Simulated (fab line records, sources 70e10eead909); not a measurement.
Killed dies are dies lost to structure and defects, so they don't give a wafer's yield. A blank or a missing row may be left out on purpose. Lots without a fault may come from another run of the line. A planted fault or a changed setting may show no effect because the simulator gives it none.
fab line records | flow nand_harc | part 2 of 2: steps 24 to 38 of 38
record lots=5 wafers=15 last_day=32
route steps=1302 shown A_BLC@1110 A_M0@1137
lots that met no fault: from a run of the same line without faults
start_h: hours from the record's first day to the start of the lot's first wafer shown | wait_h: hours since the lot's step before | " the same as in the row above | L1.1+2: a row that stands for several wafers | - no value, or no start given | * or withheld: withheld | < > ~ a bound
route shown NAME@n: a module of which the file shows steps, and the number in the route of the first | usual: mean/standard deviation of fault-free wafers | same: alike in all rows | chamber/n: place in a boat | sites: the reading at each site | _std_site: their standard deviation | _edge_site: outer sites' mean less inner sites' | radius_mm: how far each site lies from the wafer's centre | mask NAME#n: copy n | behind: the tool/chamber that last shaped the wafer | hold: why the lot was held/for how many hours/how that ended | device: the transistor (n, p or np) that didn't switch | end of line: the same wafers' tests at the end of the route | a step without rows: its recipe alone | killed: dies lost to structure and defects at the first sort, not the wafer's yield | map: a wafer's dies, x killed, . not, _ none there
set.NAME: the setting as run; set.NAME@STEP: as run at that earlier step | model.NAME: the simulator's own value behind a step, which no gauge read
lots at some steps of the route; a table a step, a row a wafer
services: from which hour (start_h, from the record's first day; less than 0 if before it) a tool's chamber was out of use, for how many hours, and why
## steps
# step NHARC_A_BLC_CMP_25
# recipe t_overpolish_s=30 target_thk_nm=150
# usual motor_current_A=12.2/1.1 overpolish_run_s=30.000/0.0097 time_to_endpoint_s=29.8/2.6
# same t_overpolish_s=30
# columns lot.wafer tool chamber start_h wait_h motor_current_A overpolish_run_s time_to_endpoint_s
L077.3 cmp-04 1 546.96 0.3 14.0 30.014 28.7
L077.4 " 3 " " 11.5 29.990 24.3
L077.6 " 1 " " 14.2 30.007 28.9
L078.3 cmp-01 0 552.99 0.3 11.7 29.987 26.7
L078.4 " 1 " " 11.5 30.010 25.5
L078.6 " 0 " " 10.8 30.019 33.6
L081.1 cmp-04 1 623.37 0.5 13.6 30.013 30.7
L081.3 " 2 " " 12.2 30.016 28.0
L081.6 " 1 " " 14.0 30.001 30.0
L090.4 cmp-01 3 690.54 0.3 13.0 29.987 29.4
L090.5 " 2 " " 10.7 29.998 27.8
L090.6 " 3 " " 13.2 30.009 29.2
L095.3 cmp-02 1 727.58 0.3 12.0 29.992 32.2
L095.4 " 2 " " 11.3 29.988 34.4
L095.5 " 1 " " 11.5 29.983 32.8
# step NHARC_A_BLC_SRD_27
# columns lot.wafer tool chamber start_h wait_h
L077.3+6+4 wet_bench-02 1,5,6 547.28 0.0
L078.3+6+4 wet_bench-02 4,6,0 553.29 0.0
L081.6+1+3 wet_bench-05 2,3,5 623.67 0.0
L090.5+6+4 wet_bench-09 4,5,7 690.84 0.0
L095.5+4+3 wet_bench-09 7,0,1 727.90 0.0
# step NHARC_A_BLC_INSPECT_28
# usual raw_defect_count=515/140
# columns lot.wafer tool chamber start_h wait_h raw_defect_count
L077.3 defect_inspect-01 - 547.36 0.1 655
L077.4 " - " " 834
L077.6 " - " " 628
L078.3 defect_inspect-02 - 553.37 0.1 351
L078.4 " - " " 417
L078.6 " - " " 362
L081.1 defect_inspect-01 - 623.74 0.1 355
L081.3 " - " " 523
L081.6 " - " " 427
L090.4 defect_inspect-01 - 690.92 0.1 373
L090.5 " - " " 572
L090.6 " - " " 481
L095.3 defect_inspect-01 - 727.98 0.1 346
L095.4 " - " " 381
L095.5 " - " " 486
# step NHARC_A_M0_DEP_00
# recipe target_thk_a=1500 target_thk_nm=150 temp_c=withheld pressure_torr=5 flow_sccm=200 rf_w=600 material=SiOC
# columns lot.wafer tool chamber start_h wait_h
L077.3+6+4 pecvd-02 2,0,1 547.52 0.2
L078.3+6+4 pecvd-01 2,2,1 553.44 0.1
L081.1+3+6 pecvd-03 2,0,0 623.86 0.1
L090.5+4+6 pecvd-02 2,0,1 691.12 0.2
L095.3+4+5 pecvd-01 0,1,2 728.05 0.1
# step NHARC_A_M0_DEHYDRATE_01
# recipe temp_c=150 time_s=120
# usual heater_power_total_W=182.7/1.2
# columns lot.wafer tool chamber start_h wait_h heater_power_total_W
L077.3 litho_track-04 0 547.83 - 184.1
L077.4 " 0 " " 180.4
L077.6 " 0 " " 181.4
L078.3 litho_track-01 0 553.85 - 182.2
L078.4 " 0 " " 183.8
L078.6 " 0 " " 182.8
L081.1 litho_track-04 0 624.22 - 182.3
L081.3 " 0 " " 181.4
L081.6 " 0 " " 182.3
L090.4 litho_track-01 0 691.39 - 183.8
L090.5 " 0 " " 182.2
L090.6 " 0 " " 183.4
L095.3 litho_track-01 0 728.45 - 182.6
L095.4 " 0 " " 183.8
L095.5 " 0 " " 184.2
# step NHARC_A_M0_HMDS_02
# recipe time_s=30
# columns lot.wafer tool chamber start_h wait_h
L077.3+4+6 litho_track-04 0 - -
L078.3+4+6 litho_track-01 0 - -
L081.1+3+6 litho_track-04 0 - -
L090.4+5+6 litho_track-01 0 - -
L095.3+4+5 litho_track-01 0 - -
# step NHARC_A_M0_COAT_33
# recipe temp_c=200 time_s=65
# usual heater_power_total_W=386.2/1.2
# columns lot.wafer tool chamber start_h wait_h heater_power_total_W
L077.3 litho_track-04 0 - - 387.4
L077.4 " 0 " " 388.1
L077.6 " 0 " " 388.0
L078.3 litho_track-01 0 - - 387.4
L078.4 " 0 " " 386.3
L078.6 " 0 " " 384.4
L081.1 litho_track-04 0 - - 387.2
L081.3 " 0 " " 387.3
L081.6 " 0 " " 386.4
L090.4 litho_track-01 0 - - 387.6
L090.5 " 0 " " 385.9
L090.6 " 0 " " 388.0
L095.3 litho_track-01 0 - - 387.5
L095.4 " 0 " " 387.1
L095.5 " 0 " " 386.7
# step NHARC_A_M0_COAT_03
# recipe spin_rpm=1500 resist_thk_nm=90
# columns lot.wafer tool chamber start_h wait_h
L077.3+4+6 litho_track-04 0 - -
L078.3+4+6 litho_track-01 0 - -
L081.1+3+6 litho_track-04 0 - -
L090.4+5+6 litho_track-01 0 - -
L095.3+4+5 litho_track-01 0 - -
# step NHARC_A_M0_SOFTBAKE_04
# recipe temp_c=105 time_s=55
# usual heater_power_total_W=188.44/0.13
# columns lot.wafer tool chamber start_h wait_h heater_power_total_W
L077.3 litho_track-04 0 - - 188.31
L077.4 " 0 " " 188.35
L077.6 " 0 " " 188.43
L078.3 litho_track-01 0 - - 188.41
L078.4 " 0 " " 188.37
L078.6 " 0 " " 188.45
L081.1 litho_track-04 0 - - 188.34
L081.3 " 0 " " 188.55
L081.6 " 0 " " 188.48
L090.4 litho_track-01 0 - - 188.76
L090.5 " 0 " " 188.31
L090.6 " 0 " " 188.66
L095.3 litho_track-01 0 - - 188.71
L095.4 " 0 " " 188.34
L095.5 " 0 " " 188.50
# step NHARC_A_M0_EBR_05
# columns lot.wafer tool chamber start_h wait_h
L077.3+4+6 litho_track-04 0 - -
L078.3+4+6 litho_track-01 0 - -
L081.1+3+6 litho_track-04 0 - -
L090.4+5+6 litho_track-01 0 - -
L095.3+4+5 litho_track-01 0 - -
# step NHARC_A_M0_EXPOSE_06
# recipe na=1.35 target_cd_nm=80 dose_mj=83.25 mask_id=A_M0
# columns lot.wafer tool chamber start_h wait_h mask
L077.3+4+6 arfi_scanner-02 0 548.13 - A_M0#0
L078.3+4+6 arfi_scanner-02 0 554.03 - A_M0#0
L081.1+3+6 arfi_scanner-01 0 624.38 - A_M0#0
L090.4+5+6 arfi_scanner-01 0 691.69 - A_M0#0
L095.3+4+5 arfi_scanner-02 0 728.75 - A_M0#0
# step NHARC_A_M0_PEB_07
# recipe peb_temp_c=100 peb_time_s=65
# usual heater_power_total_W=156.7/0.39
# same peb_time_s=65
# columns lot.wafer tool chamber start_h wait_h heater_power_total_W
L077.3 litho_track-01 0 548.18 0.0 155.9
L077.4 " 0 " " 156.5
L077.6 " 0 " " 156.9
L078.3 litho_track-06 0 554.08 0.0 156.8
L078.4 " 0 " " 156.1
L078.6 " 0 " " 156.9
L081.1 litho_track-06 0 624.44 0.1 157.1
L081.3 " 0 " " 156.6
L081.6 " 0 " " 156.3
L090.4 litho_track-06 0 691.74 0.0 157.1
L090.5 " 0 " " 156.7
L090.6 " 0 " " 157.1
L095.3 litho_track-01 0 728.81 0.0 157.0
L095.4 " 0 " " 157.2
L095.5 " 0 " " 156.4
# step NHARC_A_M0_DEVELOP_08
# recipe develop_time_s=35 dev_temp_c=23
# columns lot.wafer tool chamber start_h wait_h
L077.3+4+6 litho_track-01 0 - -
L078.3+4+6 litho_track-06 0 - -
L081.1+3+6 litho_track-06 0 - -
L090.4+5+6 litho_track-06 0 - -
L095.3+4+5 litho_track-01 0 - -
# step NHARC_A_M0_CD_MEAS_09
# recipe target_cd_nm=80 landing_energy_ev=500
# usual cd_nm=79.7/0.65
# same landing_energy_ev=500
# columns lot.wafer tool chamber start_h wait_h cd_nm
L077.3 cd_sem-03 0 548.27 - 79.9
L077.4 " 0 " " 80.1
L077.6 " 0 " " 80.4
L078.3 cd_sem-01 0 554.16 - 80.2
L078.4 " 0 " " 80.0
L078.6 " 0 " " 79.6
L081.1 cd_sem-01 0 624.52 - 80.0
L081.3 " 0 " " 80.0
L081.6 " 0 " " 80.4
L090.4 cd_sem-03 0 691.83 - 79.3
L090.5 " 0 " " 78.6
L090.6 " 0 " " 79.3
L095.3 cd_sem-01 0 728.89 - 80.8
L095.4 " 0 " " 79.0
L095.5 " 0 " " 79.9
# step NHARC_A_M0_OVL_MEAS_10
# recipe pitch_nm=160
# usual overlay_x_nm=-0.1/0.72 overlay_y_nm=-0.3/0.94
# columns lot.wafer tool chamber start_h wait_h overlay_x_nm overlay_y_nm
L077.3 overlay-02 - 548.35 - -0.2 -0.1
L077.4 " - " " 0.1 0.5
L077.6 " - " " 0.8 0.3
L078.3 overlay-02 - 554.25 - -0.5 0.0
L078.4 " - " " -0.3 -0.2
L078.6 " - " " -0.6 0.3
L081.1 overlay-02 - 624.61 - -0.3 -1.4
L081.3 " - " " 0.2 -1.4
L081.6 " - " " -0.1 -0.8
L090.4 overlay-01 - 691.91 - 0.7 -1.6
L090.5 " - " " 0.7 -1.9
L090.6 " - " " 0.4 -1.9
L095.3 overlay-01 - 728.97 - 0.8 0.3
L095.4 " - " " 0.5 0.4
L095.5 " - " " -0.4 0.2
## services
# columns tool chamber start_h hours kind
pvd_sputter-03 - 526.08 10.0 pm
wet_bench-09 - 528.80 8.0 pm
litho_track-06 - 529.00 7.0 pm
rie_diel-09 - 532.42 2.3 repair
rie_diel-03 0 549.48 8.5 repair
litho_track-04 - 553.00 7.0 pm
pvd_sputter-03 - 560.84 11.4 repair
arfi_scanner-01 - 562.78 0.2 repair
arfi_scanner-01 - 596.00 4.0 pm
wet_bench-02 - 596.22 8.0 pm
arfi_scanner-01 - 602.09 0.5 repair
rie_diel-03 3 605.76 18.8 repair
rie_diel-09 0 607.70 6.0 repair
rie_diel-09 1 613.34 5.3 repair
pvd_sputter-01 - 627.86 10.0 pm
rie_diel-03 - 635.32 9.0 pm
arfi_scanner-02 - 656.00 4.0 pm
rie_diel-09 - 674.10 9.0 pm
litho_track-01 - 680.00 7.0 pm
arfi_scanner-02 - 701.70 0.3 repair
litho_track-06 - 704.00 7.0 pm
pvd_sputter-03 - 704.08 10.0 pm
rie_diel-09 1 711.09 9.2 repair
litho_track-04 - 728.00 7.0 pm
